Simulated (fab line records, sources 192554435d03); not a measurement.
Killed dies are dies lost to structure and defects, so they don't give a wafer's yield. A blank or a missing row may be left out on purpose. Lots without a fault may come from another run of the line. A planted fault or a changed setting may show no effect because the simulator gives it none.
fab line records | flow n5_finfet
record lots=24 wafers=72 last_day=17
route steps=1938 shown BEOL_M4@1099 BEOL_M5@1159
lots that met no fault: from a run of the same line without faults
start_h: hours from the record's first day to the start of the lot's first wafer shown | wait_h: hours since the lot's step before | " the same as in the row above | L1.1+2: a row that stands for several wafers | - no value, or no start given | * or withheld: withheld | < > ~ a bound
route shown NAME@n: a module of which the file shows steps, and the number in the route of the first | usual: mean/standard deviation of fault-free wafers | same: alike in all rows | chamber/n: place in a boat | sites: the reading at each site | _std_site: their standard deviation | _edge_site: outer sites' mean less inner sites' | radius_mm: how far each site lies from the wafer's centre | mask NAME#n: copy n | behind: the tool/chamber that last shaped the wafer | hold: why the lot was held/for how many hours/how that ended | device: the transistor (n, p or np) that didn't switch | end of line: the same wafers' tests at the end of the route | a step without rows: its recipe alone | killed: dies lost to structure and defects at the first sort, not the wafer's yield | map: a wafer's dies, x killed, . not, _ none there
set.NAME: the setting as run; set.NAME@STEP: as run at that earlier step | model.NAME: the simulator's own value behind a step, which no gauge read
steps of the route over a sample of lots; a table a step, a row a wafer
services: from which hour (start_h, from the record's first day; less than 0 if before it) a tool's chamber was out of use, for how many hours, and why
## steps
# step N5_BEOL_M4_ANNEAL_95
# recipe temp_c=400 time_s=240 ambient=vacuum
# usual heater_power_w=858/110 susceptor_temp_C=399.99/0.21 susceptor_temp_C_max=401.0/0.42
# columns lot.wafer tool chamber start_h wait_h heater_power_w susceptor_temp_C susceptor_temp_C_max
L074.1 pvd_sputter-02 - 166.59 0.0 909 399.81 401.2
L074.2 " - " " 764 399.85 401.8
L074.3 " - " " 920 399.74 401.0
L075.1 pvd_sputter-03 - 175.22 0.0 739 399.97 400.6
L075.2 " - " " 795 399.80 401.1
L075.4 " - " " 884 400.06 401.3
L076.1 pvd_sputter-02 - 177.47 0.0 869 399.99 400.7
L076.2 " - " " 940 400.04 401.4
L076.4 " - " " 760 400.26 401.6
L077.1 pvd_sputter-03 - 185.20 0.0 730 399.81 400.3
L077.5 " - " " 896 400.09 401.1
L077.6 " - " " 773 399.81 401.4
L078.1 pvd_sputter-02 - 185.60 0.0 864 399.93 400.6
L078.2 " - " " 888 400.08 401.0
L078.3 " - " " 965 399.83 400.9
L079.1 pvd_sputter-01 - 189.35 0.0 917 400.21 401.3
L079.2 " - " " 812 400.15 400.8
L079.3 " - " " 741 400.18 401.7
L080.2 pvd_sputter-03 - 206.37 0.0 774 399.98 401.3
L080.5 " - " " 879 400.41 401.7
L080.6 " - " " 1126 400.50 401.1
L081.1 pvd_sputter-01 - 206.95 0.0 817 400.15 401.1
L081.2 " - " " 755 400.07 401.5
L081.6 " - " " 792 399.47 400.2
L082.2 pvd_sputter-02 - 213.38 0.0 870 399.77 400.6
L082.5 " - " " 945 400.26 401.8
L082.6 " - " " 875 400.03 400.7
L083.1 pvd_sputter-01 - 222.96 0.0 816 400.05 400.7
L083.3 " - " " 931 400.26 401.4
L083.5 " - " " 803 399.88 400.6
L084.1 pvd_sputter-03 - 229.17 0.0 733 400.01 400.5
L084.3 " - " " 854 399.75 400.9
L084.6 " - " " 731 399.76 400.3
L086.2 pvd_sputter-03 - 235.42 0.0 742 400.26 401.0
L086.5 " - " " 1132 399.70 400.3
L086.6 " - " " 728 400.06 400.7
L085.3 pvd_sputter-01 - 235.74 0.0 867 400.30 401.4
L085.4 " - " " 749 399.74 401.1
L085.5 " - " " 891 400.21 401.3
L087.3 pvd_sputter-02 - 242.96 0.0 881 400.09 400.9
L087.5 " - " " 882 399.94 400.7
L087.6 " - " " 777 399.87 401.7
L088.1 pvd_sputter-01 - 243.25 0.0 861 400.03 401.0
L088.3 " - " " 742 399.93 401.3
L088.4 " - " " 955 399.81 401.2
L089.1 pvd_sputter-01 - 251.85 0.0 823 399.88 400.7
L089.3 " - " " 916 400.18 401.5
L089.6 " - " " 868 400.03 400.9
L091.1 pvd_sputter-03 - 267.42 0.0 776 399.91 401.1
L091.5 " - " " 1145 399.82 400.4
L091.6 " - " " 723 400.35 401.2
L090.1 pvd_sputter-01 - 272.52 0.0 884 400.16 401.0
L090.3 " - " " 938 399.57 401.1
L090.5 " - " " 759 399.64 401.1
L092.1 pvd_sputter-01 - 276.68 0.0 793 400.22 401.0
L092.2 " - " " 930 399.86 401.2
L092.3 " - " " 748 400.04 401.4
L093.1 pvd_sputter-01 - 279.14 0.0 945 399.79 400.9
L093.2 " - " " 866 400.27 401.4
L093.4 " - " " 801 399.75 400.5
L094.2 pvd_sputter-02 - 282.70 0.0 896 399.84 400.8
L094.4 " - " " 934 399.89 400.7
L094.6 " - " " 894 399.63 400.4
L096.2 pvd_sputter-02 - 295.99 0.0 957 400.12 401.2
L096.4 " - " " 847 399.88 400.3
L096.6 " - " " 774 400.15 401.7
L095.1 pvd_sputter-01 - 302.27 0.0 753 399.66 401.4
L095.4 " - " " 941 399.90 401.2
L095.6 " - " " 938 400.18 401.3
L097.3 pvd_sputter-01 - 306.99 0.0 753 400.00 401.7
L097.4 " - " " 948 399.73 400.8
L097.5 " - " " 868 399.94 400.9
# step N5_BEOL_M4_RS_MEAS_58
# recipe thk_meas_gauge=four-point-probe reads=Co_of_BEOL_M4_CO_CAP_55+Cu_of_BEOL_M4_ECD_50+Co_of_BEOL_M4_CVD_47+TaN_of_BEOL_M4_ALD_84
# usual M4_RS=0.678/0.029
# columns lot.wafer tool chamber start_h wait_h M4_RS[ohm/sq]
L074.1 film_metro-02 - 167.81 0.1 0.677
L074.2 " - " " 0.711
L074.3 " - " " 0.696
L075.1 film_metro-02 - 176.43 0.0 0.664
L075.2 " - " " 0.706
L075.4 " - " " 0.684
L076.1 film_metro-02 - 178.70 0.0 0.727
L076.2 " - " " 0.666
L076.4 " - " " 0.665
L077.1 film_metro-02 - 186.42 0.1 0.635
L077.5 " - " " 0.673
L077.6 " - " " 0.664
L078.1 film_metro-01 - 186.94 0.0 0.667
L078.2 " - " " 0.641
L078.3 " - " " 0.667
L079.1 film_metro-02 - 190.57 0.0 0.672
L079.2 " - " " 0.636
L079.3 " - " " 0.671
L080.2 film_metro-02 - 207.65 0.1 0.677
L080.5 " - " " 0.698
L080.6 " - " " 0.765
L081.1 film_metro-01 - 208.18 0.1 0.644
L081.2 " - " " 0.699
L081.6 " - " " 0.677
L082.2 film_metro-02 - 214.60 0.1 0.651
L082.5 " - " " 0.647
L082.6 " - " " 0.688
L083.1 film_metro-01 - 224.25 0.1 0.665
L083.3 " - " " 0.633
L083.5 " - " " 0.647
L084.1 film_metro-01 - 230.64 0.0 0.650
L084.3 " - " " 0.683
L084.6 " - " " 0.687
L086.2 film_metro-01 - 236.61 0.1 0.675
L086.5 " - " " 0.678
L086.6 " - " " 0.664
L085.3 film_metro-01 - 236.93 0.1 0.682
L085.4 " - " " 0.650
L085.5 " - " " 0.668
L087.3 film_metro-02 - 244.15 0.1 0.666
L087.5 " - " " 0.680
L087.6 " - " " 0.661
L088.1 film_metro-01 - 244.44 0.0 0.718
L088.3 " - " " 0.704
L088.4 " - " " 0.699
L089.1 film_metro-01 - 253.08 0.1 0.706
L089.3 " - " " 0.730
L089.6 " - " " 0.712
L091.1 film_metro-02 - 268.61 0.0 0.681
L091.5 " - " " 0.674
L091.6 " - " " 0.629
L090.1 film_metro-02 - 273.71 0.0 0.650
L090.3 " - " " 0.649
L090.5 " - " " 0.663
L092.1 film_metro-01 - 277.91 0.1 0.710
L092.2 " - " " 0.758
L092.3 " - " " 0.714
L093.1 film_metro-02 - 280.38 0.1 0.601
L093.2 " - " " 0.634
L093.4 " - " " 0.642
L094.2 film_metro-02 - 283.90 0.1 0.683
L094.4 " - " " 0.673
L094.6 " - " " 0.706
L096.2 film_metro-02 - 297.20 0.1 0.675
L096.4 " - " " 0.687
L096.6 " - " " 0.706
L095.1 film_metro-01 - 303.76 0.0 0.707
L095.4 " - " " 0.685
L095.6 " - " " 0.700
L097.3 film_metro-02 - 308.20 0.1 0.704
L097.4 " - " " 0.692
L097.5 " - " " 0.715
# step N5_BEOL_M5_STRIP_36
# recipe chemistry=N2/H2 power_w=450 temp_c=40 pressure_mtorr=20 rf_frequency_hz=6e+07 overash_fraction=0.3 bias_power_w=7 h2_frac=0.5 n2_flow_sccm=200 h2_flow_sccm=200
# usual bias_power_w=7.002/0.021 drypump_motor_current_A=5.5/0.48 n2_flow_sccm=199.9/0.59 oes_product_au=0.77/0.089 rf_vpp_V=59.2/1.5 showerhead_plenum_p_Torr=2.54/0.074 throttle_valve_pct=23.59/0.26
# columns lot.wafer tool chamber start_h wait_h bias_power_w drypump_motor_current_A n2_flow_sccm oes_product_au rf_hours_counter_h rf_vpp_V showerhead_plenum_p_Torr throttle_valve_pct
L074.1 rie_diel-05 2 176.49 0.0 6.990 6.4 200.4 0.69 215 60.1 2.41 23.95
L074.2 " 1 " " 7.008 5.0 199.3 0.72 204 61.2 2.62 23.58
L074.3 " 3 " " 7.029 5.5 200.4 0.74 164 58.4 2.43 23.74
L075.1 rie_diel-05 2 182.04 0.0 6.986 6.4 200.5 0.70 217 55.5 2.41 23.96
L075.2 " 3 " " 6.988 5.5 199.2 0.74 165 58.3 2.43 23.74
L075.4 " 1 " " 7.025 5.0 198.9 0.72 206 62.5 2.62 23.57
L076.1 rie_diel-03 1 185.45 0.0 6.977 5.5 199.4 0.81 108 56.7 2.55 23.30
L076.2 " 2 " " 7.028 4.8 201.2 0.95 8 59.6 2.60 23.50
L076.4 " 3 " " 7.000 5.3 199.2 0.71 197 59.8 2.51 23.57
L077.1 rie_diel-03 1 192.10 0.0 6.995 5.4 199.9 0.80 109 59.1 2.55 23.33
L077.5 " 1 " " 7.023 5.4 199.4 0.80 - 60.3 2.55 23.30
L077.6 " 2 " " 6.982 4.8 199.5 0.94 - 60.1 2.60 23.51
L078.1 rie_diel-05 0 193.96 0.0 7.006 6.5 199.5 0.67 236 57.4 2.50 23.94
L078.2 " 3 " " 6.984 5.5 199.9 0.74 168 60.4 2.43 23.74
L078.3 " 2 " " 6.981 6.4 200.3 0.68 220 61.1 2.41 24.03
L079.1 rie_diel-03 2 194.20 0.0 6.982 4.8 199.5 0.94 10 61.6 2.60 23.53
L079.2 " 3 " " 7.015 5.4 200.4 0.69 199 59.7 2.51 23.56
L079.3 " 1 " " 7.014 5.5 200.4 0.80 110 59.9 2.55 23.27
L080.2 rie_diel-05 1 212.64 0.0 6.990 5.1 199.8 0.69 215 59.6 2.62 23.56
L080.5 " 0 " " 7.013 6.4 200.4 0.66 - 61.5 2.50 23.93
L080.6 " 1 " " 6.979 5.0 199.4 0.70 - 59.5 2.62 23.55
L081.1 rie_diel-02 0 212.66 0.0 7.035 5.9 199.7 0.92 38 58.9 2.68 22.86
L081.2 " 2 " " 6.990 5.2 199.6 0.76 172 59.5 2.53 23.88
L081.6 " 3 " " 7.020 5.8 199.6 0.74 - 58.6 2.62 23.34
L082.2 rie_diel-03 2 219.27 0.0 6.999 4.8 199.3 0.91 17 58.0 2.60 23.54
L082.5 " 1 " " 6.967 5.5 199.7 0.80 - 58.8 2.55 23.34
L082.6 " 0 " " 6.989 5.5 199.7 0.80 - 59.7 2.56 23.68
L083.1 rie_diel-02 3 229.01 0.0 6.988 5.8 199.0 0.73 188 58.0 2.62 23.35
L083.3 " 0 " " 6.995 5.9 200.2 0.90 45 61.2 2.68 22.86
L083.5 " 1 " " 7.001 5.4 199.7 0.88 - 59.6 2.58 23.47
L084.1 rie_diel-03 2 235.60 0.0 7.012 4.8 200.0 0.91 22 61.0 2.60 23.52
L084.3 " 0 " " 6.987 5.6 199.3 0.80 112 59.9 2.56 23.66
L084.6 " 2 " " 7.008 4.8 199.2 0.91 - 60.1 2.60 23.51
L086.2 rie_diel-02 2 241.11 0.0 7.035 5.2 199.4 0.75 180 59.3 2.53 23.95
L086.5 " 0 " " 7.006 5.9 199.8 0.89 - 58.4 2.68 22.87
L086.6 " 3 " " 6.995 5.8 201.2 0.72 - 62.3 2.62 23.38
L085.3 rie_diel-03 0 241.59 0.0 7.009 5.6 200.7 0.79 115 57.4 2.56 23.65
L085.4 " 2 " " 7.006 4.9 199.9 0.91 25 59.4 2.59 23.53
L085.5 " 2 " " 7.023 4.8 199.8 0.92 - 60.8 2.59 23.52
L088.1 rie_diel-05 2 251.20 0.0 6.980 6.4 200.1 0.68 240 60.1 2.40 23.98
L088.3 " 1 " " 6.988 5.0 199.2 0.70 231 60.1 2.61 23.59
L088.4 " 3 " " 7.010 5.5 201.5 0.72 - 58.1 2.42 23.75
L087.3 rie_diel-05 2 251.58 0.0 7.035 6.4 200.3 0.67 241 59.1 2.40 23.99
L087.5 " 2 " " 7.038 6.4 199.9 0.66 - 58.9 2.40 23.98
L087.6 " 3 " " 6.944 5.5 199.0 0.73 - 56.4 2.42 23.77
L089.1 rie_diel-05 3 258.92 0.0 6.998 5.5 200.6 0.74 192 58.4 2.42 23.80
L089.3 " 0 " " 7.000 6.4 200.1 1.01 1 58.5 2.49 23.63
L089.6 " 3 " " 6.990 5.5 199.9 0.71 - 61.6 2.42 23.78
L091.1 rie_diel-03 1 274.27 0.0 7.040 5.4 201.2 0.79 136 60.6 2.54 23.33
L091.5 " 0 " " 7.032 5.5 199.9 0.78 - 60.3 2.55 23.67
L091.6 " 1 " " 6.998 5.4 201.0 0.77 - 61.3 2.54 23.35
L090.1 rie_diel-05 0 283.37 0.0 7.024 6.4 200.2 0.95 12 59.2 2.49 23.63
L090.3 " 3 " " 7.032 5.5 199.7 0.73 - 57.2 2.42 23.81
L090.5 " 3 " " 7.015 5.5 199.4 0.73 - 57.7 2.42 23.81
L092.1 rie_diel-03 1 283.81 0.0 7.004 5.5 199.5 0.76 140 61.2 2.54 23.35
L092.2 " 3 " " 7.005 5.3 199.8 0.67 232 59.9 2.50 23.58
L092.3 " 0 " " 7.012 5.6 199.9 0.78 133 58.0 2.55 23.69
L093.1 rie_diel-02 3 287.60 0.0 7.002 5.8 200.6 0.72 199 55.3 2.62 23.40
L093.2 " 1 " " 6.981 5.4 199.5 0.84 59 60.6 2.57 23.46
L093.4 " 2 " " 7.008 5.2 200.4 0.75 186 60.7 2.53 23.91
L094.2 rie_diel-05 1 289.25 0.0 7.003 5.1 200.1 0.68 242 57.4 2.60 23.62
L094.4 " 3 " " 7.065 5.5 200.0 0.73 - 58.9 2.42 23.82
L094.6 " 1 " " 7.001 5.0 200.1 0.69 - 61.0 2.60 23.67
L096.2 rie_diel-03 2 302.10 0.0 6.950 4.9 199.2 0.88 44 60.5 2.58 23.55
L096.4 " 0 " " 6.973 5.6 200.8 0.76 139 59.1 2.55 23.74
L096.6 " 2 " " 6.989 4.9 199.3 0.87 - 58.2 2.58 23.57
L095.1 rie_diel-02 0 309.02 0.0 6.981 5.9 200.1 0.86 64 55.8 2.68 22.89
L095.4 " 2 " " 7.007 5.2 200.1 0.74 - 61.5 2.52 23.93
L095.6 " 3 " " 7.000 5.8 199.8 0.71 - 59.4 2.61 23.37
L097.3 rie_diel-03 1 313.98 0.0 6.992 5.4 200.3 0.76 151 57.5 2.53 23.37
L097.4 " 3 " " 6.992 5.4 198.8 0.67 - 58.9 2.50 23.62
L097.5 " 2 " " 6.972 4.8 199.5 0.86 - 58.3 2.58 23.57
# step N5_BEOL_M5_TRENCH_ETCH_37
# recipe chemistry=C4F6/O2 target_depth_a=716.52 target=SiCOH_lowk time_s=24.7 ion_energy_ev=250 pressure_mtorr=30 source_w=345 bias_w=185 Ar_flow_sccm=300 C4F6_flow_sccm=10 O2_flow_sccm=10
# usual drypump_motor_current_A=5.5/0.48 oes_product_au=0.77/0.087 rf_vpp_V=662/9.7 showerhead_plenum_p_Torr=2.85/0.08 throttle_valve_pct=20.92/0.2
# columns lot.wafer tool chamber start_h wait_h drypump_motor_current_A oes_product_au rf_hours_counter_h rf_vpp_V showerhead_plenum_p_Torr throttle_valve_pct
L074.1 rie_diel-05 2 - - 6.4 0.70 215 676 2.70 21.17
L074.2 " 1 " " 5.0 0.72 204 659 2.93 20.78
L074.3 " 3 " " 5.5 0.75 164 650 2.74 21.10
L075.1 rie_diel-05 2 - - 6.3 0.69 217 677 2.70 21.17
L075.2 " 3 " " 5.5 0.75 165 650 2.74 21.07
L075.4 " 1 " " 5.0 0.71 206 657 2.93 20.77
L076.1 rie_diel-03 1 - - 5.4 0.81 108 659 2.88 20.84
L076.2 " 2 " " 4.9 0.96 8 654 2.92 20.82
L076.4 " 3 " " 5.4 0.69 197 662 2.84 20.96
L077.1 rie_diel-03 1 - - 5.4 0.80 109 662 2.88 20.81
L077.5 " 1 " " 5.5 0.80 - 661 2.88 20.83
L077.6 " 2 " " 4.8 0.94 - 655 2.92 20.84
L078.1 rie_diel-05 0 - - 6.4 0.67 236 668 2.81 21.29
L078.2 " 3 " " 5.5 0.74 168 650 2.74 21.08
L078.3 " 2 " " 6.3 0.69 220 675 2.70 21.19
L079.1 rie_diel-03 2 - - 4.9 0.95 10 656 2.92 20.84
L079.2 " 3 " " 5.4 0.70 199 663 2.83 20.98
L079.3 " 1 " " 5.4 0.80 110 661 2.88 20.84
L080.2 rie_diel-05 1 - - 5.0 0.70 215 659 2.93 20.79
L080.5 " 0 " " 6.4 0.67 - 666 2.81 21.30
L080.6 " 1 " " 5.0 0.70 - 660 2.93 20.82
L081.1 rie_diel-02 0 - - 5.9 0.90 38 679 3.01 20.39
L081.2 " 2 " " 5.2 0.76 172 649 2.83 20.96
L081.6 " 3 " " 5.8 0.73 - 679 2.95 20.94
L082.2 rie_diel-03 2 - - 4.8 0.93 17 654 2.92 20.86
L082.5 " 1 " " 5.4 0.80 - 660 2.87 20.84
L082.6 " 0 " " 5.6 0.80 - 655 2.85 20.74
L083.1 rie_diel-02 3 - - 5.8 0.73 188 680 2.95 20.96
L083.3 " 0 " " 5.9 0.89 45 677 3.00 20.39
L083.5 " 1 " " 5.4 0.85 - 674 2.88 20.62
L084.1 rie_diel-03 2 - - 4.8 0.92 22 656 2.91 20.86
L084.3 " 0 " " 5.5 0.79 112 654 2.85 20.74
L084.6 " 2 " " 4.8 0.91 - 655 2.91 20.87
L086.2 rie_diel-02 2 - - 5.2 0.76 180 648 2.82 20.99
L086.5 " 0 " " 5.9 0.87 - 677 3.00 20.39
L086.6 " 3 " " 5.8 0.73 - 679 2.95 20.97
L085.3 rie_diel-03 0 - - 5.6 0.79 115 656 2.85 20.75
L085.4 " 2 " " 4.9 0.91 25 655 2.91 20.86
L085.5 " 2 " " 4.9 0.91 - 655 2.91 20.85
L088.1 rie_diel-05 2 - - 6.3 0.68 240 676 2.69 21.20
L088.3 " 1 " " 5.0 0.69 231 659 2.92 20.82
L088.4 " 3 " " 5.5 0.73 - 649 2.73 21.13
L087.3 rie_diel-05 2 - - 6.4 0.68 241 675 2.69 21.20
L087.5 " 2 " " 6.3 0.67 - 677 2.69 21.23
L087.6 " 3 " " 5.5 0.73 - 650 2.73 21.12
L089.1 rie_diel-05 3 - - 5.5 0.72 192 649 2.73 21.13
L089.3 " 0 " " 6.4 1.02 1 669 2.81 20.96
L089.6 " 3 " " 5.5 0.72 - 648 2.73 21.14
L091.1 rie_diel-03 1 - - 5.4 0.78 136 661 2.86 20.88
L091.5 " 0 " " 5.5 0.78 - 653 2.84 20.79
L091.6 " 1 " " 5.4 0.78 - 660 2.86 20.87
L090.1 rie_diel-05 0 - - 6.5 0.95 12 667 2.80 20.97
L090.3 " 3 " " 5.5 0.73 - 648 2.72 21.14
L090.5 " 3 " " 5.5 0.72 - 648 2.72 21.14
L092.1 rie_diel-03 1 - - 5.4 0.77 140 660 2.86 20.86
L092.2 " 3 " " 5.3 0.68 232 663 2.82 21.00
L092.3 " 0 " " 5.5 0.77 133 653 2.84 20.78
L093.1 rie_diel-02 3 - - 5.7 0.72 199 678 2.94 20.99
L093.2 " 1 " " 5.4 0.83 59 675 2.87 20.62
L093.4 " 2 " " 5.2 0.75 186 649 2.82 21.00
L094.2 rie_diel-05 1 - - 5.0 0.69 242 657 2.91 20.85
L094.4 " 3 " " 5.5 0.72 - 650 2.72 21.14
L094.6 " 1 " " 5.0 0.69 - 660 2.91 20.82
L096.2 rie_diel-03 2 - - 4.8 0.87 44 656 2.90 20.88
L096.4 " 0 " " 5.6 0.76 139 653 2.84 20.78
L096.6 " 2 " " 4.8 0.87 - 653 2.90 20.89
L095.1 rie_diel-02 0 - - 5.9 0.86 64 677 3.00 20.42
L095.4 " 2 " " 5.2 0.74 - 648 2.82 21.03
L095.6 " 3 " " 5.8 0.73 - 678 2.94 20.98
L097.3 rie_diel-03 1 - - 5.4 0.77 151 660 2.86 20.88
L097.4 " 3 " " 5.4 0.67 - 662 2.82 21.01
L097.5 " 2 " " 4.8 0.87 - 654 2.90 20.90
# step N5_BEOL_M5_ANNEAL_49
# recipe temp_c=400 time_s=1800 ambient=vacuum
# usual heater_power_w=872/120 susceptor_temp_C=400.02/0.24 susceptor_temp_C_max=401.0/0.42
# columns lot.wafer tool chamber start_h wait_h heater_power_w susceptor_temp_C susceptor_temp_C_max
L074.1 pvd_sputter-01 - 178.03 0.0 743 400.54 402.0
L074.2 " - " " 920 399.43 400.8
L074.3 " - " " 854 400.06 400.9
L075.1 pvd_sputter-03 - 185.50 0.0 1156 400.03 400.8
L075.2 " - " " 740 399.94 400.4
L075.4 " - " " 864 400.32 401.4
L076.1 pvd_sputter-02 - 187.14 0.0 925 399.98 401.0
L076.2 " - " " 879 400.16 401.1
L076.4 " - " " 756 399.99 401.1
L077.1 pvd_sputter-02 - 194.62 0.0 859 400.35 401.0
L077.5 " - " " 875 399.96 400.8
L077.6 " - " " 933 399.83 401.0
L078.1 pvd_sputter-03 - 195.65 0.0 759 400.34 401.3
L078.2 " - " " 1161 399.78 400.5
L078.3 " - " " 883 400.48 401.7
L079.1 pvd_sputter-01 - 195.71 0.0 934 400.22 401.5
L079.2 " - " " 744 400.20 401.4
L079.3 " - " " 793 399.96 400.9
L080.2 pvd_sputter-02 - 214.46 0.0 880 399.43 400.2
L080.5 " - " " 971 399.97 401.2
L080.6 " - " " 870 399.58 400.5
L081.1 pvd_sputter-03 - 215.80 0.0 1168 400.35 400.9
L081.2 " - " " 919 400.03 401.0
L081.6 " - " " 1162 399.93 400.6
L082.2 pvd_sputter-03 - 222.34 0.0 765 400.21 401.2
L082.5 " - " " 1183 399.88 400.5
L082.6 " - " " 752 399.62 400.1
L083.1 pvd_sputter-02 - 232.99 0.0 869 399.97 400.6
L083.3 " - " " 769 400.01 401.6
L083.5 " - " " 943 400.15 401.8
L084.1 pvd_sputter-03 - 237.30 0.0 1162 400.28 400.8
L084.3 " - " " 735 399.92 400.5
L084.6 " - " " 737 399.87 400.4
L086.2 pvd_sputter-03 - 244.33 0.0 785 400.25 401.8
L086.5 " - " " 730 399.81 400.3
L086.6 " - " " 769 400.17 402.2
L085.3 pvd_sputter-02 - 244.38 0.0 775 399.74 401.5
L085.4 " - " " 853 399.79 400.3
L085.5 " - " " 755 399.71 401.4
L088.1 pvd_sputter-03 - 252.72 0.0 1196 400.05 400.8
L088.3 " - " " 748 400.28 400.9
L088.4 " - " " 764 400.06 401.2
L087.3 pvd_sputter-02 - 253.67 0.0 844 399.92 400.4
L087.5 " - " " 787 399.66 401.2
L087.6 " - " " 905 400.11 401.1
L089.1 pvd_sputter-02 - 261.70 0.0 919 399.98 400.8
L089.3 " - " " 867 400.57 401.3
L089.6 " - " " 940 399.93 401.2
L091.1 pvd_sputter-02 - 276.62 0.0 857 399.64 400.2
L091.5 " - " " 777 399.77 401.2
L091.6 " - " " 866 399.92 400.5
L090.1 pvd_sputter-02 - 285.15 0.0 963 400.03 401.2
L090.3 " - " " 770 400.10 401.5
L090.5 " - " " 980 399.88 401.1
L092.1 pvd_sputter-03 - 286.59 0.0 776 399.55 400.8
L092.2 " - " " 740 400.03 400.7
L092.3 " - " " 900 400.26 401.1
L093.1 pvd_sputter-02 - 289.58 0.0 896 399.54 400.3
L093.2 " - " " 774 400.08 401.2
L093.4 " - " " 850 399.97 400.6
L094.2 pvd_sputter-03 - 291.34 0.0 881 399.99 401.1
L094.4 " - " " 749 400.07 400.6
L094.6 " - " " 768 399.81 401.2
L096.2 pvd_sputter-02 - 303.64 0.0 872 400.04 401.0
L096.4 " - " " 847 400.33 400.9
L096.6 " - " " 891 399.98 400.9
L095.1 pvd_sputter-01 - 311.57 0.0 950 399.83 400.8
L095.4 " - " " 814 399.98 401.0
L095.6 " - " " 894 400.05 401.5
L097.3 pvd_sputter-02 - 315.76 0.0 853 400.20 400.9
L097.4 " - " " 783 399.63 401.4
L097.5 " - " " 752 399.84 401.4
# step N5_BEOL_M5_SPUTTER_90
# recipe material=Cu target_thk_a=45 temp_c=-20 chamber_pressure_pa=0.07 power_w=withheld time_s=8.29
# usual susceptor_temp_C=-19.99/0.1 throttle_valve_pct=29.8/1.1
# columns lot.wafer tool chamber start_h wait_h susceptor_temp_C throttle_valve_pct
L074.1 pvd_sputter-01 - 182.47 0.5 -19.99 29.4
L074.2 " - " " -19.91 30.7
L074.3 " - " " -20.09 29.8
L075.1 pvd_sputter-03 - 189.77 0.5 -19.90 29.8
L075.2 " - " " -20.04 28.9
L075.4 " - " " -20.01 28.2
L076.1 pvd_sputter-02 - 191.40 0.5 -20.01 30.4
L076.2 " - " " -20.08 29.0
L076.4 " - " " -19.82 28.7
L077.1 pvd_sputter-02 - 198.89 0.5 -19.99 31.9
L077.5 " - " " -19.91 28.8
L077.6 " - " " -19.92 30.1
L078.1 pvd_sputter-03 - 199.91 0.5 -19.94 31.5
L078.2 " - " " -20.00 29.7
L078.3 " - " " -19.83 28.0
L079.1 pvd_sputter-01 - 199.98 0.5 -19.95 30.5
L079.2 " - " " -20.15 29.4
L079.3 " - " " -20.04 30.9
L080.2 pvd_sputter-02 - 218.73 0.5 -20.08 28.9
L080.5 " - " " -20.10 30.3
L080.6 " - " " -20.19 28.9
L081.1 pvd_sputter-03 - 220.06 0.5 -20.04 29.6
L081.2 " - " " -20.00 28.1
L081.6 " - " " -19.98 29.5
L082.2 pvd_sputter-03 - 226.61 0.5 -20.02 31.4
L082.5 " - " " -20.06 29.9
L082.6 " - " " -19.97 28.7
L083.1 pvd_sputter-02 - 237.26 0.5 -19.86 31.8
L083.3 " - " " -20.01 29.1
L083.5 " - " " -19.98 30.6
L084.1 pvd_sputter-03 - 241.57 0.5 -19.85 29.6
L084.3 " - " " -20.07 28.7
L084.6 " - " " -20.08 28.7
L086.2 pvd_sputter-03 - 248.59 0.5 -19.93 31.5
L086.5 " - " " -19.86 29.0
L086.6 " - " " -19.95 31.4
L085.3 pvd_sputter-02 - 248.64 0.5 -19.77 28.9
L085.4 " - " " -20.18 31.7
L085.5 " - " " -19.90 28.8
L088.1 pvd_sputter-03 - 256.99 0.5 -20.18 29.8
L088.3 " - " " -20.08 28.7
L088.4 " - " " -19.92 31.4
L087.3 pvd_sputter-02 - 257.94 0.5 -19.98 31.8
L087.5 " - " " -19.97 28.7
L087.6 " - " " -20.00 28.7
L089.1 pvd_sputter-02 - 265.97 0.5 -19.84 29.0
L089.3 " - " " -20.07 31.6
L089.6 " - " " -20.06 30.6
L091.1 pvd_sputter-02 - 280.88 0.5 -20.04 31.6
L091.5 " - " " -19.90 29.2
L091.6 " - " " -20.00 31.6
L090.1 pvd_sputter-02 - 289.42 0.5 -20.10 30.1
L090.3 " - " " -19.93 28.7
L090.5 " - " " -19.88 30.7
L092.1 pvd_sputter-03 - 290.86 0.5 -19.90 31.0
L092.2 " - " " -20.06 28.7
L092.3 " - " " -19.99 28.3
L093.1 pvd_sputter-02 - 293.85 0.5 -19.98 29.1
L093.2 " - " " -19.88 28.9
L093.4 " - " " -19.87 31.8
L094.2 pvd_sputter-03 - 295.60 0.5 -20.04 28.1
L094.4 " - " " -20.04 28.7
L094.6 " - " " -20.01 31.2
L096.2 pvd_sputter-02 - 307.91 0.5 -19.99 28.8
L096.4 " - " " -19.82 31.8
L096.6 " - " " -20.10 28.9
L095.1 pvd_sputter-01 - 315.83 0.5 -20.09 30.5
L095.4 " - " " -20.14 31.0
L095.6 " - " " -20.02 29.7
L097.3 pvd_sputter-02 - 320.03 0.5 -20.13 31.8
L097.4 " - " " -20.07 28.9
L097.5 " - " " -20.08 28.6
## services
# columns tool chamber start_h hours kind
rie_diel-03 2 145.58 - clean
rie_diel-03 2 145.58 - consumable_replace:focus_ring
rie_diel-03 2 145.58 13.5 scheduled_down
rie_diel-03 2 145.58 13.5 vent_cycle
rie_diel-03 1 149.89 4.6 repair
rie_diel-05 0 215.24 3.8 repair
rie_diel-05 0 241.21 - clean
rie_diel-05 0 241.21 - consumable_replace:focus_ring
rie_diel-05 0 241.21 16.2 scheduled_down
rie_diel-05 0 241.21 16.2 vent_cycle
rie_diel-02 - 243.38 28.1 pm
rie_diel-05 - 253.86 0.2 repair
rie_diel-05 2 270.57 - clean
rie_diel-05 2 270.57 - consumable_replace:focus_ring
rie_diel-05 2 270.57 - consumable_replace:showerhead
rie_diel-05 2 270.57 31.4 scheduled_down
rie_diel-05 2 270.57 31.4 vent_cycle
rie_diel-02 3 290.29 7.6 repair
rie_diel-02 1 297.44 11.5 repair
rie_diel-03 0 312.23 12.7 repair
rie_diel-05 1 313.46 - clean
rie_diel-05 1 313.46 - consumable_replace:focus_ring
rie_diel-05 1 313.46 15.3 scheduled_down
rie_diel-05 1 313.46 15.3 vent_cycle
## key
fault none
